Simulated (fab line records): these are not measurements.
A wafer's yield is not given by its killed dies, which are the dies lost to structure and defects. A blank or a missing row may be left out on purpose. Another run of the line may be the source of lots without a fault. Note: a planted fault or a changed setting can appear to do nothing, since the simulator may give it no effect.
Split-lot study :: flow n5-finfet :: route with 1938 steps; 7 lots, 39 wafers read

== ABOUT THE SPLIT ==
At N5_MOL_CONTACT_COAG_CVD_140 (deposits W, target thk 66.5 nm, time 215 s), the setting target-thk-a was moved away from the recipe's 665 angstrom on 18 of the 39 wafers read, by -55.7% to +36.0%. For the rest of the wafers, this setting stayed at what the recipe calls for.

Reading taken at the split's own step.

== THE READING ==
W_of_MOL_CONTACT_COAG_CVD_140.thk-nm (the simulator's own value, which no gauge read), in nm, at N5_MOL_CONTACT_COAG_CVD_140 (deposits W, target thk 66.5 nm, time 215 s). The file does not state a usual value for it. Across the 21 wafers here that went through the recipe, the average is 66.2 nm and the standard deviation 0.56 nm.

wafer: L075.1
tool, chamber at the split: cvd-w-02, 0
target-thk-a as run, angstrom: 665
against the recipe: recipe
W_of_MOL_CONTACT_COAG_CVD_140.thk-nm, nm: 66.4
against lot-mates on the recipe: -

wafer: L075.2
tool, chamber at the split: cvd-w-02, 1
target-thk-a as run, angstrom: 294.9
against the recipe: -55.7%
W_of_MOL_CONTACT_COAG_CVD_140.thk-nm, nm: 30
against lot-mates on the recipe: -36.7

wafer: L075.3
tool, chamber at the split: cvd-w-02, 1
target-thk-a as run, angstrom: 294.9
against the recipe: -55.7%
W_of_MOL_CONTACT_COAG_CVD_140.thk-nm, nm: 30.2
against lot-mates on the recipe: -36.5

wafer: L075.4
tool, chamber at the split: cvd-w-02, 0
target-thk-a as run, angstrom: 294.9
against the recipe: -55.7%
W_of_MOL_CONTACT_COAG_CVD_140.thk-nm, nm: 30.4
against lot-mates on the recipe: -36.3

wafer: L075.5
tool, chamber at the split: cvd-w-02, 1
target-thk-a as run, angstrom: 665
against the recipe: recipe
W_of_MOL_CONTACT_COAG_CVD_140.thk-nm, nm: 67
against lot-mates on the recipe: -

wafer: L075.6
tool, chamber at the split: cvd-w-02, 0
target-thk-a as run, angstrom: 665
against the recipe: recipe
W_of_MOL_CONTACT_COAG_CVD_140.thk-nm, nm: 66.8
against lot-mates on the recipe: -

wafer: L078.1
tool, chamber at the split: cvd-w-01, 1
target-thk-a as run, angstrom: 897.2
against the recipe: +34.9%
W_of_MOL_CONTACT_COAG_CVD_140.thk-nm, nm: 90.4
against lot-mates on the recipe: +23.8

wafer: L078.2
tool, chamber at the split: cvd-w-01, 0
target-thk-a as run, angstrom: 897.2
against the recipe: +34.9%
W_of_MOL_CONTACT_COAG_CVD_140.thk-nm, nm: 88.6
against lot-mates on the recipe: +22.0

wafer: L078.3
tool, chamber at the split: cvd-w-01, 1
target-thk-a as run, angstrom: 665
against the recipe: recipe
W_of_MOL_CONTACT_COAG_CVD_140.thk-nm, nm: 67.2
against lot-mates on the recipe: -

wafer: L078.4
tool, chamber at the split: cvd-w-01, 0
target-thk-a as run, angstrom: 665
against the recipe: recipe
W_of_MOL_CONTACT_COAG_CVD_140.thk-nm, nm: 66.2
against lot-mates on the recipe: -

wafer: L078.5
tool, chamber at the split: cvd-w-01, 1
target-thk-a as run, angstrom: 897.2
against the recipe: +34.9%
W_of_MOL_CONTACT_COAG_CVD_140.thk-nm, nm: 89.6
against lot-mates on the recipe: +23.0

wafer: L078.6
tool, chamber at the split: cvd-w-01, 0
target-thk-a as run, angstrom: 665
against the recipe: recipe
W_of_MOL_CONTACT_COAG_CVD_140.thk-nm, nm: 66.4
against lot-mates on the recipe: -

wafer: L079.1
tool, chamber at the split: cvd-w-02, 0
target-thk-a as run, angstrom: 313.5
against the recipe: -52.9%
W_of_MOL_CONTACT_COAG_CVD_140.thk-nm, nm: 31.4
against lot-mates on the recipe: -34.9

wafer: L079.2
tool, chamber at the split: cvd-w-02, 1
target-thk-a as run, angstrom: 665
against the recipe: recipe
W_of_MOL_CONTACT_COAG_CVD_140.thk-nm, nm: 66.2
against lot-mates on the recipe: -

wafer: L079.3
tool, chamber at the split: cvd-w-02, 0
target-thk-a as run, angstrom: 313.5
against the recipe: -52.9%
W_of_MOL_CONTACT_COAG_CVD_140.thk-nm, nm: 32
against lot-mates on the recipe: -34.3

wafer: L079.4
tool, chamber at the split: cvd-w-02, 1
target-thk-a as run, angstrom: 313.5
against the recipe: -52.9%
W_of_MOL_CONTACT_COAG_CVD_140.thk-nm, nm: 31
against lot-mates on the recipe: -35.3

wafer: L079.5
tool, chamber at the split: cvd-w-02, 0
target-thk-a as run, angstrom: 665
against the recipe: recipe
W_of_MOL_CONTACT_COAG_CVD_140.thk-nm, nm: 66
against lot-mates on the recipe: -

wafer: L079.6
tool, chamber at the split: cvd-w-02, 1
target-thk-a as run, angstrom: 665
against the recipe: recipe
W_of_MOL_CONTACT_COAG_CVD_140.thk-nm, nm: 66.8
against lot-mates on the recipe: -

wafer: L082.1
tool, chamber at the split: cvd-w-02, 1,0
target-thk-a as run, angstrom: 665
against the recipe: recipe
W_of_MOL_CONTACT_COAG_CVD_140.thk-nm, nm: 65.8
against lot-mates on the recipe: -

wafer: L082.2
tool, chamber at the split: cvd-w-02, 1,0
target-thk-a as run, angstrom: 665
against the recipe: recipe
W_of_MOL_CONTACT_COAG_CVD_140.thk-nm, nm: 65.8
against lot-mates on the recipe: -

wafer: L082.3
tool, chamber at the split: cvd-w-02, 1
target-thk-a as run, angstrom: 865.3
against the recipe: +30.1%
W_of_MOL_CONTACT_COAG_CVD_140.thk-nm, nm: 86.2
against lot-mates on the recipe: +20.5

wafer: L082.4
tool, chamber at the split: cvd-w-02, 0
target-thk-a as run, angstrom: 665
against the recipe: recipe
W_of_MOL_CONTACT_COAG_CVD_140.thk-nm, nm: 65.6
against lot-mates on the recipe: -

wafer: L082.5
tool, chamber at the split: cvd-w-02, 0
target-thk-a as run, angstrom: 865.3
against the recipe: +30.1%
W_of_MOL_CONTACT_COAG_CVD_140.thk-nm, nm: 85.8
against lot-mates on the recipe: +20.1

wafer: L082.6
tool, chamber at the split: cvd-w-02, 1
target-thk-a as run, angstrom: 865.3
against the recipe: +30.1%
W_of_MOL_CONTACT_COAG_CVD_140.thk-nm, nm: 85.6
against lot-mates on the recipe: +19.9

wafer: L083.1
tool, chamber at the split: cvd-w-01, 0
target-thk-a as run, angstrom: 665
against the recipe: recipe
W_of_MOL_CONTACT_COAG_CVD_140.thk-nm, nm: 65.2
against lot-mates on the recipe: -

wafer: L083.2
tool, chamber at the split: cvd-w-01, 1
target-thk-a as run, angstrom: 904.7
against the recipe: +36.0%
W_of_MOL_CONTACT_COAG_CVD_140.thk-nm, nm: 89
against lot-mates on the recipe: +23.1

wafer: L083.3
tool, chamber at the split: cvd-w-01, 1
target-thk-a as run, angstrom: 665
against the recipe: recipe
W_of_MOL_CONTACT_COAG_CVD_140.thk-nm, nm: 66
against lot-mates on the recipe: -

wafer: L083.4
tool, chamber at the split: cvd-w-01, 0
target-thk-a as run, angstrom: 904.7
against the recipe: +36.0%
W_of_MOL_CONTACT_COAG_CVD_140.thk-nm, nm: 89.8
against lot-mates on the recipe: +23.9

wafer: L083.5
tool, chamber at the split: cvd-w-01, 0
target-thk-a as run, angstrom: 904.7
against the recipe: +36.0%
W_of_MOL_CONTACT_COAG_CVD_140.thk-nm, nm: 90
against lot-mates on the recipe: +24.1

wafer: L083.6
tool, chamber at the split: cvd-w-01, 1
target-thk-a as run, angstrom: 665
against the recipe: recipe
W_of_MOL_CONTACT_COAG_CVD_140.thk-nm, nm: 66.4
against lot-mates on the recipe: -

wafer: L091.1
tool, chamber at the split: cvd-w-01, 0
target-thk-a as run, angstrom: 870.8
against the recipe: +30.9%
W_of_MOL_CONTACT_COAG_CVD_140.thk-nm, nm: 87.2
against lot-mates on the recipe: +21.3

wafer: L091.2
tool, chamber at the split: cvd-w-01, 1
target-thk-a as run, angstrom: 870.8
against the recipe: +30.9%
W_of_MOL_CONTACT_COAG_CVD_140.thk-nm, nm: 86.2
against lot-mates on the recipe: +20.3

wafer: L091.3
tool, chamber at the split: cvd-w-01, 1,0
target-thk-a as run, angstrom: 665
against the recipe: recipe
W_of_MOL_CONTACT_COAG_CVD_140.thk-nm, nm: 65.8
against lot-mates on the recipe: -

wafer: L091.5
tool, chamber at the split: cvd-w-01, 1,0
target-thk-a as run, angstrom: 665
against the recipe: recipe
W_of_MOL_CONTACT_COAG_CVD_140.thk-nm, nm: 65.8
against lot-mates on the recipe: -

wafer: L091.4
tool, chamber at the split: cvd-w-01, 0
target-thk-a as run, angstrom: 870.8
against the recipe: +30.9%
W_of_MOL_CONTACT_COAG_CVD_140.thk-nm, nm: 85.6
against lot-mates on the recipe: +19.7

wafer: L091.6
tool, chamber at the split: cvd-w-01, 1
target-thk-a as run, angstrom: 665
against the recipe: recipe
W_of_MOL_CONTACT_COAG_CVD_140.thk-nm, nm: 66
against lot-mates on the recipe: -

wafer: L095.2
tool, chamber at the split: cvd-w-02, 1
target-thk-a as run, angstrom: 665
against the recipe: recipe
W_of_MOL_CONTACT_COAG_CVD_140.thk-nm, nm: 66.6
against lot-mates on the recipe: -

wafer: L095.3
tool, chamber at the split: cvd-w-02, 1
target-thk-a as run, angstrom: 665
against the recipe: recipe
W_of_MOL_CONTACT_COAG_CVD_140.thk-nm, nm: 67.4
against lot-mates on the recipe: -

wafer: L095.6
tool, chamber at the split: cvd-w-02, 0
target-thk-a as run, angstrom: 665
against the recipe: recipe
W_of_MOL_CONTACT_COAG_CVD_140.thk-nm, nm: 65.6
against lot-mates on the recipe: -
If several chambers appear in one row, that row covers several wafers at once and the file leaves open which wafer was in which chamber.

FIT RESULTS
A straight line over all 39 wafers: W_of_MOL_CONTACT_COAG_CVD_140.thk-nm changes by +0.653 nm for each +1% of target-thk-a; r = +1.00; the points scatter about the line by 0.57 nm.
The same after taking each lot's own level away (the mean of its wafers on the recipe; 39 wafers): +0.659 nm for each +1%; r = +1.00; scatter 0.47 nm.
That fit puts the effect of the largest move of target-thk-a on the reading at 37 nm.
Across the lots, their own levels run from 65.73 to 66.73 nm, a range of 1.8 times the standard deviation given above.
So the lot-to-lot level changes the slope little: the two slopes agree.
Check: with one of the wafers moved furthest among these (-55.7%) left out of the fit, the line predicts -36.6 nm for it against its lot-mates. Against them it came out at -36.7 nm.

== OTHER SPLITS ON THESE WAFERS ==
Before the reading, these wafers also passed through other splits. Each is held against what the fit with the lots' levels taken away leaves over:
other split on the same wafers: N5_ZERO_LAYER_DEVELOP_10 develop-time-s
wafers away from the commonest value: 12
r with W_of_MOL_CONTACT_COAG_CVD_140.thk-nm (lot level and that fit taken away): +0.21

other split on the same wafers: N5_FIN_SAQP_ALD_61 ald-cycles
wafers away from the commonest value: 12
r with W_of_MOL_CONTACT_COAG_CVD_140.thk-nm (lot level and that fit taken away): +0.04

other split on the same wafers: N5_STI_FIN_REVEAL_ALD_00 target-thk-a
wafers away from the commonest value: 18
r with W_of_MOL_CONTACT_COAG_CVD_140.thk-nm (lot level and that fit taken away): -0.15

other split on the same wafers: N5_HKMG_FIN_DEVELOP_48 develop-time-s
wafers away from the commonest value: 18
r with W_of_MOL_CONTACT_COAG_CVD_140.thk-nm (lot level and that fit taken away): -0.03

other split on the same wafers: N5_MOL_CONTACT_COAG_ALD_27 time-s
wafers away from the commonest value: 9
r with W_of_MOL_CONTACT_COAG_CVD_140.thk-nm (lot level and that fit taken away): -0.06

== THE WHOLE CHAIN: every reading that the file lists as answering this split, in the file's order ==
step: N5_MOL_CONTACT_COAG_CVD_140
what it does: deposits W, target thk 66.5 nm, time 215 s
reading: W_of_MOL_CONTACT_COAG_CVD_140.thk-nm (the simulator's own value, which no gauge read)
change (the file's fit): +0.659 nm for each +1% of the setting
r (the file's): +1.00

step: N5_MOL_CONTACT_COAG_CMP_52
what it does: polishes, stops on SiO2, t overpolish 1.5 s, target thk 66.5 nm
reading: W_of_MOL_CONTACT_COAG_CVD_140.thk-nm (the simulator's own value, which no gauge read)
change (the file's fit): not straight: 30.2 at the lowest setting, 66.24 at the recipe, 67.13 at the highest
r (the file's): not given

== FILE'S OWN FIT ==
W_of_MOL_CONTACT_COAG_CVD_140.thk-nm changes by +0.659 nm for each +1% of target-thk-a, r = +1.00.
